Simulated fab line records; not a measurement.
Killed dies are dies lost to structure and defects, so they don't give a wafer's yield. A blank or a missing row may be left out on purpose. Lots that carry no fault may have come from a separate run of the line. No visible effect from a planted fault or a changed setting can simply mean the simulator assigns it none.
Matching of chambers -- flow n5 finfet -- 4 sister chambers for N5_SD_EPI_N_ETCHBACK_44 on rie diel-05
The step etches SiNx in CH3F/O2, stops on SiO2, target depth 14.5 nm. 4 wafers are shown with their chamber, then 9 later ones without.

WAFERS PAIRED WITH THEIR CHAMBERS
wafer,chamber,drypump motor current A (A)
L091.5,2,5.6
L092.4,3,5.4
L092.5,0,5.3
L092.6,1,4.9

WAFERS WITHOUT THEIR CHAMBER
wafer,drypump motor current A (A)
L094.1,5.4
L094.4,5.3
L094.5,5.2
L095.1,5.6
L095.3,5.3
L095.4,5.4
L096.3,4.9
L096.4,5.6
L096.6,4.9

EACH ONE'S CHAMBER
wafer,from the rows above,in truth
L094.1,3,3
L094.4,0,0
L094.5,0,0
L095.1,2,2
L095.3,0,0
L095.4,3,3
L096.3,1,1
L096.4,2,2
L096.6,1,1
Placed correctly: 9 of 9. From these rows, 0 cannot be placed. Placed wrongly: 0.
How it was worked out, from the rows above alone: a wafer's distance from a chamber is the root of the sum, over the readings, of the square of ((its reading less the chamber's mean) divided by the reading's scatter). The wafer belongs to the nearest chamber; if the next one is less than 2 further off, it can't be placed. The mean given for a chamber averages the wafers shown for that chamber. The scatter: with one shown wafer a chamber, the root of the mean of the squares of how far each hidden wafer lies from its nearest shown one.
